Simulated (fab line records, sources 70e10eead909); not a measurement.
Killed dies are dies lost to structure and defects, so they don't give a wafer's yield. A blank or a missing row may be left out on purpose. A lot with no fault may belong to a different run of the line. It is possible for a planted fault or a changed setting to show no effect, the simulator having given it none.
Matching of chambers / flow nand harc / NHARC_P_CONTACT_ETCH_35 on rie diel-11 has 4 sister chambers
The step etches the open film in CF4, target depth 39 nm, time 65 s. 16 wafers are shown with their chamber, then 8 later ones without.

WAFERS PAIRED WITH THEIR CHAMBERS
wafer=L074.2; chamber=3; showerhead plenum p Torr (Torr)=1.70; drypump motor current A (A)=6.2; rf vpp V (V)=148.8
wafer=L074.3; chamber=2; showerhead plenum p Torr (Torr)=1.68; drypump motor current A (A)=4.9; rf vpp V (V)=151.7
wafer=L074.6; chamber=2; showerhead plenum p Torr (Torr)=1.68; drypump motor current A (A)=4.9; rf vpp V (V)=150.5
wafer=L079.1; chamber=2; showerhead plenum p Torr (Torr)=1.68; drypump motor current A (A)=4.9; rf vpp V (V)=149.9
wafer=L079.2; chamber=3; showerhead plenum p Torr (Torr)=1.70; drypump motor current A (A)=6.2; rf vpp V (V)=150.5
wafer=L079.4; chamber=1; showerhead plenum p Torr (Torr)=1.87; drypump motor current A (A)=5.3; rf vpp V (V)=152.7
wafer=L089.1; chamber=3; showerhead plenum p Torr (Torr)=1.70; drypump motor current A (A)=6.2; rf vpp V (V)=150.8
wafer=L089.2; chamber=1; showerhead plenum p Torr (Torr)=1.86; drypump motor current A (A)=5.3; rf vpp V (V)=151.7
wafer=L089.3; chamber=0; showerhead plenum p Torr (Torr)=1.71; drypump motor current A (A)=6.1; rf vpp V (V)=150.6
wafer=L090.1; chamber=2; showerhead plenum p Torr (Torr)=1.68; drypump motor current A (A)=4.9; rf vpp V (V)=150.6
wafer=L090.5; chamber=2; showerhead plenum p Torr (Torr)=1.68; drypump motor current A (A)=4.9; rf vpp V (V)=150.9
wafer=L090.6; chamber=1; showerhead plenum p Torr (Torr)=1.86; drypump motor current A (A)=5.3; rf vpp V (V)=153.4
wafer=L091.3; chamber=1; showerhead plenum p Torr (Torr)=1.86; drypump motor current A (A)=5.3; rf vpp V (V)=150.8
wafer=L091.4; chamber=3; showerhead plenum p Torr (Torr)=1.70; drypump motor current A (A)=6.2; rf vpp V (V)=150.3
wafer=L091.6; chamber=0; showerhead plenum p Torr (Torr)=1.71; drypump motor current A (A)=6.1; rf vpp V (V)=150.9
wafer=L093.3; chamber=3; showerhead plenum p Torr (Torr)=1.70; drypump motor current A (A)=6.1; rf vpp V (V)=150.5

SIGNATURES (means of the wafers above)
reading=showerhead plenum p Torr; chamber 0=1.7100; chamber 1=1.8625; chamber 2=1.6800; chamber 3=1.7000; scatter within a chamber=0.0025
reading=drypump motor current A; chamber 0=6.100; chamber 1=5.300; chamber 2=4.900; chamber 3=6.180; scatter within a chamber=0.0258
reading=rf vpp V; chamber 0=150.750; chamber 1=152.150; chamber 2=150.720; chamber 3=150.180; scatter within a chamber=0.825
Rule: for each reading, subtract the chamber's mean from the wafer's reading, divide by that reading's scatter and square the result; add these up over the readings and take the root, which gives the wafer's distance from the chamber. If the next closest chamber is less than 2 further off than the closest, the wafer can't be placed; otherwise it belongs to the closest. The scatter: take each reading less its chamber's mean, square it, sum over the shown wafers, divide by the number of wafers less the number of chambers, and take the root.

WAFERS MISSING THEIR CHAMBER
wafer=L093.5; showerhead plenum p Torr (Torr)=1.68; drypump motor current A (A)=4.8; rf vpp V (V)=149.9
wafer=L093.6; showerhead plenum p Torr (Torr)=1.86; drypump motor current A (A)=5.3; rf vpp V (V)=152.7
wafer=L094.4; showerhead plenum p Torr (Torr)=1.70; drypump motor current A (A)=6.1; rf vpp V (V)=151.8
wafer=L094.5; showerhead plenum p Torr (Torr)=1.70; drypump motor current A (A)=6.2; rf vpp V (V)=150.8
wafer=L094.6; showerhead plenum p Torr (Torr)=1.70; drypump motor current A (A)=6.1; rf vpp V (V)=150.9
wafer=L095.1; showerhead plenum p Torr (Torr)=1.70; drypump motor current A (A)=6.2; rf vpp V (V)=151.3
wafer=L095.2; showerhead plenum p Torr (Torr)=1.68; drypump motor current A (A)=4.9; rf vpp V (V)=149.7
wafer=L095.5; showerhead plenum p Torr (Torr)=1.70; drypump motor current A (A)=6.1; rf vpp V (V)=150.9

WHICH CHAMBER EACH WENT THROUGH
wafer=L093.5; from the rows above=2; in truth=2
wafer=L093.6; from the rows above=1; in truth=1
wafer=L094.4; from the rows above=can't be placed: 3 or 0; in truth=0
wafer=L094.5; from the rows above=3; in truth=3
wafer=L094.6; from the rows above=can't be placed: 3 or 0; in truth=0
wafer=L095.1; from the rows above=3; in truth=3
wafer=L095.2; from the rows above=2; in truth=2
wafer=L095.5; from the rows above=can't be placed: 3 or 0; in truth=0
5 of 8 placed correctly. Can't be placed from these rows: 3 (the true chamber is among the candidates in 3). Wrongly placed: 0.
